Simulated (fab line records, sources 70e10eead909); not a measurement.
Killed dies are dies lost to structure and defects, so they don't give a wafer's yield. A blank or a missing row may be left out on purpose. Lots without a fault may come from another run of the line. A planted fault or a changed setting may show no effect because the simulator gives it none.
fab line records | flow nand_harc
record lots=5 wafers=15 last_day=31
route steps=1302 shown P_GATE@185
lots that met no fault: from a run of the same line without faults
start_h: hours from the record's first day to the start of the lot's first wafer shown | wait_h: hours since the lot's step before | " the same as in the row above | L1.1+2: a row that stands for several wafers | - no value, or no start given | * or withheld: withheld | < > ~ a bound
route shown NAME@n: a module of which the file shows steps, and the number in the route of the first | usual: mean/standard deviation of fault-free wafers | same: alike in all rows | chamber/n: place in a boat | sites: the reading at each site | _std_site: their standard deviation | _edge_site: outer sites' mean less inner sites' | radius_mm: how far each site lies from the wafer's centre | mask NAME#n: copy n | behind: the tool/chamber that last shaped the wafer | hold: why the lot was held/for how many hours/how that ended | device: the transistor (n, p or np) that didn't switch | end of line: the same wafers' tests at the end of the route | a step without rows: its recipe alone | killed: dies lost to structure and defects at the first sort, not the wafer's yield | map: a wafer's dies, x killed, . not, _ none there
set.NAME: the setting as run; set.NAME@STEP: as run at that earlier step | model.NAME: the simulator's own value behind a step, which no gauge read
lots at some steps of the route; a table a step, a row a wafer
services: from which hour (start_h, from the record's first day; less than 0 if before it) a tool's chamber was out of use, for how many hours, and why
## steps
# step NHARC_P_GATE_CD_MEAS_59
# recipe target_cd_nm=720 landing_energy_ev=500
# usual cd_nm=720.6/1.6
# columns lot.wafer tool chamber start_h wait_h cd_nm
L288.1 cd_sem-03 0 157.41 - 720.6
L288.2 " 0 " " 719.6
L288.4 " 0 " " 720.8
L292.2 cd_sem-01 0 188.87 - 721.2
L292.4 " 0 " " 722.2
L292.6 " 0 " " 721.4
L299.3 cd_sem-03 0 255.46 - 721.5
L299.5 " 0 " " 722.5
L299.6 " 0 " " 719.8
L301.3 cd_sem-03 0 281.71 - 718.4
L301.5 " 0 " " 720.0
L301.6 " 0 " " 718.8
L303.1 cd_sem-01 0 298.47 - 719.8
L303.2 " 0 " " 722.7
L303.3 " 0 " " 720.2
# step NHARC_P_GATE_HARDBAKE_60
# recipe temp_c=125 time_s=80
# step NHARC_P_GATE_DESCUM_61
# recipe time_s=3 o2_flow_sccm=200 ar_flow_sccm=0 bias_power_w=0 chemistry=O2
# usual drypump_motor_current_A=5.6/0.6 oes_product_au=0.996/0.0091 rf_vpp_V=58.0/0.83 showerhead_plenum_p_Torr=1.93/0.084 throttle_valve_pct=11.311/0.0093
# columns lot.wafer tool chamber start_h wait_h drypump_motor_current_A oes_product_au rf_hours_counter_h rf_vpp_V showerhead_plenum_p_Torr throttle_valve_pct
L288.1 rie_diel-11 3 157.57 - 5.8 0.987 2.6 58.4 1.81 11.311
L288.4 " 0 " " 5.7 1.003 2.6 59.1 2.04 11.321
L288.2 " 1 " " 4.8 1.004 1.6 58.1 2.03 11.326
L292.4 rie_diel-11 2 189.03 - 5.4 1.002 5.4 57.5 1.84 11.299
L292.2 " 1 " " 4.8 1.007 4.5 58.5 2.03 11.316
L292.6 " 3 " " 5.7 0.990 - 58.5 1.81 11.306
L299.3 rie_diel-04 3 255.63 - 6.8 1.006 3.6 58.8 1.99 11.311
L299.5 " 2 " " 5.7 1.002 - 58.7 1.87 11.319
L299.6 " 3 " " 6.8 1.013 - 58.6 1.99 11.304
L301.3 rie_diel-11 3 281.89 - 5.8 1.013 0.4 57.5 1.80 11.314
L301.6 " 1 " " 4.8 1.007 - 59.9 2.03 11.326
L301.5 " 2 " " 5.4 1.001 - 58.0 1.84 11.307
L303.2 rie_diel-04 0 298.64 - 5.8 0.994 6.1 57.3 1.91 11.306
L303.3 " 1 " " 4.9 0.994 5.6 57.8 1.92 11.310
L303.1 " 2 " " 5.7 0.997 4.7 57.9 1.87 11.319
# step NHARC_P_GATE_IMPLANT_62
# recipe energy_kev=20 dose_cm2=3e+15 tilt_deg=7
# step NHARC_P_GATE_STRIP_112
# recipe power_w=1500 temp_c=110 time_s=200 chemistry=N2/H2
# usual drypump_motor_current_A=5.57/0.18 heater_power_w=95/8.6
# columns lot.wafer tool chamber start_h wait_h drypump_motor_current_A heater_power_w rf_hours_counter_h
L288.2 plasma_asher-02 0 157.94 0.2 5.68 84 15
L288.1 " 1 " " 5.78 96 15
L288.4 " 1 " " 5.75 94 -
L292.2 plasma_asher-01 0 189.40 0.2 5.59 93 3
L292.4 " 0 " " 5.61 90 -
L292.6 " 1 " " 5.28 106 -
L299.3 plasma_asher-01 0 256.50 0.7 5.62 91 -
L299.5 " 1 " " 5.31 108 -
L299.6 " 0 " " 5.62 91 -
L301.3 plasma_asher-01 0 282.42 0.3 5.59 90 -
L301.6 " 1 " " 5.29 107 -
L301.5 " 0 " " 5.60 90 -
L303.1 plasma_asher-02 1 299.29 0.2 5.75 99 7
L303.2 " 0 " " 5.65 83 7
L303.3 " 1 " " 5.76 97 -
# step NHARC_P_GATE_STRIP_76
# recipe power_w=1500 temp_c=250 chemistry=O2
# usual drypump_motor_current_A=5.57/0.18 heater_power_w=357/32
# columns lot.wafer tool chamber start_h wait_h drypump_motor_current_A heater_power_w rf_hours_counter_h
L288.2 plasma_asher-02 0 158.20 0.2 5.70 295 16
L288.1 " 1 " " 5.73 358 16
L288.4 " 1 " " 5.76 354 -
L292.2 plasma_asher-01 0 189.66 0.2 5.61 346 3
L292.4 " 0 " " 5.61 347 -
L292.6 " 1 " " 5.30 405 -
L299.3 plasma_asher-01 0 256.67 0.1 5.63 349 -
L299.5 " 1 " " 5.30 398 -
L299.6 " 0 " " 5.60 341 -
L301.3 plasma_asher-01 0 282.58 0.1 5.62 348 -
L301.6 " 1 " " 5.32 400 -
L301.5 " 0 " " 5.61 349 -
L303.1 plasma_asher-02 1 299.55 0.2 5.75 373 7
L303.2 " 0 " " 5.67 317 7
L303.3 " 1 " " 5.76 375 -
# step NHARC_P_GATE_STRIP_63
# recipe time_s=900 temp_c=130 chemistry=SPM
# step NHARC_P_GATE_DEHYDRATE_83
# recipe temp_c=150 time_s=120
# step NHARC_P_GATE_HMDS_84
# recipe time_s=30
# step NHARC_P_GATE_COAT_85
# recipe spin_rpm=3000
# step NHARC_P_GATE_SOFTBAKE_86
# recipe temp_c=122 time_s=95
# step NHARC_P_GATE_EBR_87
# step NHARC_P_GATE_EXPOSE_88
# recipe na=0.6 target_cd_nm=2000 dose_mj=11.87 mask_id=P_HVN
# same na=0.6
# columns lot.wafer tool chamber start_h wait_h mask
L288.1+2+4 krf_scanner-02 0 158.96 - P_HVN#0
L292.2+4+6 krf_scanner-01 0 190.30 - P_HVN_R1#0
L299.3+5+6 krf_scanner-02 0 257.45 - P_HVN#0
L301.3+5+6 krf_scanner-02 0 283.32 - P_HVN#0
L303.1+2+3 krf_scanner-01 0 300.19 - P_HVN#0
# step NHARC_P_GATE_PEB_89
# recipe peb_temp_c=118 peb_time_s=85
# step NHARC_P_GATE_DEVELOP_90
# recipe time_s=70
# step NHARC_P_GATE_CD_MEAS_91
# recipe target_cd_nm=2000 landing_energy_ev=500
# usual cd_nm=2001.3/1.9
# columns lot.wafer tool chamber start_h wait_h cd_nm
L288.1 cd_sem-03 0 159.13 - 1999.8
L288.2 " 0 " " 1999.5
L288.4 " 0 " " 1997.6
L292.2 cd_sem-01 0 190.45 - 1920.8
L292.4 " 0 " " 1919.4
L292.6 " 0 " " 1919.3
L299.3 cd_sem-03 0 257.61 - 2000.8
L299.5 " 0 " " 2001.7
L299.6 " 0 " " 2002.3
L301.3 cd_sem-01 0 283.47 - 2003.1
L301.5 " 0 " " 2003.9
L301.6 " 0 " " 2003.4
L303.1 cd_sem-03 0 300.35 - 2002.4
L303.2 " 0 " " 2000.9
L303.3 " 0 " " 2003.0
# step NHARC_P_GATE_HARDBAKE_92
# recipe temp_c=125 time_s=80
# step NHARC_P_GATE_DESCUM_93
# recipe time_s=3 o2_flow_sccm=200 ar_flow_sccm=0 bias_power_w=0 chemistry=O2
# usual drypump_motor_current_A=5.6/0.63 oes_product_au=0.997/0.0092 rf_vpp_V=57.9/0.8 showerhead_plenum_p_Torr=1.93/0.078 throttle_valve_pct=11.310/0.01
# columns lot.wafer tool chamber start_h wait_h drypump_motor_current_A oes_product_au rf_hours_counter_h rf_vpp_V showerhead_plenum_p_Torr throttle_valve_pct model.P_GATE.cd_nm
L288.1 rie_diel-04 1 159.29 - 4.9 0.976 6.3 57.9 1.92 11.311 2000
L288.2 " 3 " " 6.8 0.995 9.0 58.1 1.99 11.316 1999
L288.4 " 0 " " 5.8 0.983 - 58.0 1.91 11.306 1998
L292.2 rie_diel-06 2 190.63 - 6.2 0.999 4.1 57.5 1.82 11.314 1920
L292.4 " 3 " " 4.9 0.987 4.4 58.4 1.98 11.302 1919
L292.6 " 0 " " 6.3 0.998 - 58.9 2.01 11.312 1919
L299.3 rie_diel-06 0 257.78 - 6.3 0.990 6.5 57.3 2.01 11.324 2000
L299.6 " 3 " " 4.8 0.988 - 58.1 1.98 11.327 2002
L299.5 " 0 " " 6.2 0.994 - 59.1 2.01 11.320 2001
L301.3 rie_diel-06 3 283.65 - 4.8 1.004 9.1 58.1 1.98 11.317 2003
L301.5 " 1 " " 4.9 1.011 - 59.0 1.93 11.297 2004
L301.6 " 2 " " 6.2 1.007 - 57.2 1.82 11.313 2004
L303.3 rie_diel-06 2 300.51 - 6.2 1.012 11.0 56.7 1.82 11.303 2003
L303.1 " 3 " " 4.8 0.998 10.9 57.7 1.98 11.316 2002
L303.2 " 1 " " 4.9 0.988 10.4 57.5 1.93 11.314 2001
# step NHARC_P_GATE_IMPLANT_94
# recipe energy_kev=60 dose_cm2=2e+15 tilt_deg=7
## services
# columns tool chamber start_h hours kind
plasma_asher-02 - 137.42 0.9 repair
krf_scanner-01 - 140.00 4.0 pm
rie_diel-04 2 143.24 16.7 repair
krf_scanner-01 - 159.92 0.6 repair
rie_diel-06 0 160.50 3.8 repair
rie_diel-06 - 160.84 2.4 repair
plasma_asher-02 - 163.99 0.9 repair
plasma_asher-01 - 165.46 9.0 pm
plasma_asher-01 0 165.46 9.0 vent_cycle
plasma_asher-01 1 165.46 9.0 vent_cycle
plasma_asher-02 - 172.25 0.9 repair
rie_diel-04 - 177.90 9.0 pm
rie_diel-06 0 181.94 4.5 repair
plasma_asher-02 - 182.91 4.3 repair
rie_diel-11 - 198.90 0.4 repair
rie_diel-11 3 204.85 2.6 repair
krf_scanner-01 - 204.99 0.1 repair
plasma_asher-01 - 226.47 6.6 repair
krf_scanner-01 - 239.54 2.6 repair
plasma_asher-02 - 249.17 9.0 pm
rie_diel-11 - 255.50 9.0 pm
plasma_asher-02 - 263.34 0.9 repair
krf_scanner-02 - 266.00 4.0 pm
krf_scanner-02 - 293.27 4.0 repair
## key
first_sign step=NHARC_P_GATE_EXPOSE_88 reading=mask direction=changed
effect step=NHARC_P_GATE_CD_MEAS_91 reading=cd_nm direction=down sigmas=42 usual=2001.3 struck=1919.8
model_effect step=NHARC_P_GATE_DESCUM_93 value=P_GATE.cd_nm without=2002 struck=1919
met_at NHARC_P_GATE_EXPOSE_88
struck_wafers L292.2,L292.4,L292.6
tester_left_out L292
fault kind=wrong_mask tool=any chamber=- onset_h=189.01 steps=NHARC_P_GATE_EXPOSE_88 aux_copy=P_HVN_R1#0 cd_offset_nm=-83.426 scope=struck_lots_only
# tester_left_out: of these lots the tester's yield and bins aren't shown, on N5 and GAA mostly nor the transistor test; their killed dies are dies lost to structure and defects alone, not to doping, threshold or leakage, so they don't give the yield
